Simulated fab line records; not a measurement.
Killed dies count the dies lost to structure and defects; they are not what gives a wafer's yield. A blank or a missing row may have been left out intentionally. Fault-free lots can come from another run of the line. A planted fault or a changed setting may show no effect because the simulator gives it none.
A lot that was struck, set against a sound lot ; flow n5 finfet ; 36 out of 1938 route steps
Sound: the wafers L314.1, L314.2, L314.3. Wafers struck: L325.3, L325.4, L325.6. At the end, the cause is stated.
At each step with rows: each side's tool, then ch and its chambers, then its first start. Under that, the readings that differ: sound wafers ; struck wafers ; difference of the means ; sigmas: that difference in standard deviations of wafers without a fault.
alike: readings with means less than 2 such deviations apart, plus words and numbers identical on both sides. not compared: withheld readings, readings lacking a value on some wafer, bounds such as >300 that could conceal the same value, and numbers that have no deviation in the record and whose values overlap.
A row with sigmas, a row that says differs or no value, or rows on one side alone: a step with any of these is where the two part. Numbers that have no deviation but don't overlap get no sigmas and don't part them. A reading missing from all wafers of one side parts the sides only when that side holds two or more wafers.

first, 9 steps without rows for these wafers: N5_BEOL_M4_ANNEAL_95 (time 240 s); N5_BEOL_M4_SPUTTER_96 (material Cu, target thk 4.5 nm, time 8.29 s); N5_BEOL_M4_ECD_50 (material Cu, target thk 300 nm); N5_BEOL_M4_ANNEAL_51 (time 90 s); N5_BEOL_M4_CMP_52 (polishes, stops on SiOC, t overpolish 6.8 s, target thk 40 nm); N5_BEOL_M4_PRE_CLEAN_60 (time 15 s); N5_BEOL_M4_CO_CAP_55 (material Co, precursor CCTBA/H2, target thk 2 nm, time 102.1 s); N5_BEOL_M4_PRE_CLEAN_56 (time 15 s); N5_BEOL_M4_DEP_57 (deposits SiCN from 3MS/NH3, target thk 8 nm, time 14 s).
N5_BEOL_M4_RC_MEAS_101:
  sound on prober-01 ch 0, day 9 03:22; struck on prober-02 ch 0, day 12 06:06
reading;sound;struck;difference;sigmas
DIBL_N (mV/V);39.4 37.3 38.9;34.1 36.8 35.2;-3.2;-2
SS_N (mV/dec);72.0 71.6 72.0;70.3 70.4 70.7;-1.4;-3
  alike: DIBL_P, IOFF_N, IOFF_P, ION_N, ION_P, SS_P, VT_N, VT_P
then, 24 steps without rows for these wafers: N5_BEOL_M5_ILD_DEP_00 (deposits SiCOH lowk from DEMS/porogen, target thk 140.64 nm, time 25.9 s); N5_BEOL_M5_CURE_79 (cures SiCOH lowk, time 240 s); N5_BEOL_M5_PECVD_70 (deposits SiO2 from TEOS/O2, target thk 16 nm, time 18 s); N5_BEOL_M5_HM_DEP_02 (deposits TiN, target thk 20 nm); N5_BEOL_M5_COAT_59 (time 60 s, resist thk 60 nm); N5_BEOL_M5_COAT_60 (time 60 s, resist thk 12 nm); N5_BEOL_M5_COAT_71 (time 60 s, resist thk 5 nm); N5_BEOL_M5_COAT_05 (resist thk 30 nm); N5_BEOL_M5_EBR_07; N5_BEOL_M5_SOFTBAKE_06 (time 60 s); N5_BEOL_M5_EXPOSE_08 (exposes mask M5, target cd 28 nm); N5_BEOL_M5_PEB_09 (peb time 60 s); N5_BEOL_M5_DEVELOP_10 (develop time 30 s); N5_BEOL_M5_DESCUM_16 (chemistry O2, time 7 s); N5_BEOL_M5_ETCH_72 (etches underlayer in N2/H2, target depth 6.5 nm, time 5.2 s); N5_BEOL_M5_ETCH_61 (etches SiARC in CF4, target depth 15.6 nm, time 26 s); N5_BEOL_M5_ETCH_62 (etches SOC in N2/H2, target depth 75 nm, overetch 15 nm, time 112.5 s); N5_BEOL_M5_STRIP_63 (strips in N2/H2); N5_BEOL_M5_STRIP_73 (strips in N2/H2); N5_BEOL_M5_STRIP_64 (strips in CF4); N5_BEOL_M5_HM_OPEN_17 (chemistry Cl2/BCl3, target TiN, target depth 20 nm, overetch 6 nm); N5_BEOL_M5_STRIP_19 (strips in O2); N5_BEOL_M5_COAT_65 (time 60 s, resist thk 60 nm); N5_BEOL_M5_COAT_66 (time 60 s, resist thk 12 nm).
-- a jump in the record: the struck wafers' starts before and after are 4 days apart (it breaks off in module BEOL_M5 and resumes in module PASSIVATION, where the first step shown is number 1929 of the route) --
N5_PASSIVATION_PASS_ETCH_47: etches SiNx in CF4/O2, target depth 770 nm, time 385 s.
  sound on rie diel-04 ch 0,1,2, day 12 22:42; struck on rie diel-02 ch 1,3, day 16 01:55
  no value came back on the struck wafers for any of 9 readings (O2_flow_sccm (sccm), bias w (W) and others); on the sound wafers O2_flow_sccm (sccm) reads 10.02 10.02 9.98
N5_PASSIVATION_PROBE_49:
  record: rows for the struck wafers here (prober-02, day 16 05:01), none for the sound ones

== WHERE THEY PART ==
Last at N5_PASSIVATION_PROBE_49 as far as this record goes, first at N5_BEOL_M4_RC_MEAS_101.

WHY: what had been put in by the simulator
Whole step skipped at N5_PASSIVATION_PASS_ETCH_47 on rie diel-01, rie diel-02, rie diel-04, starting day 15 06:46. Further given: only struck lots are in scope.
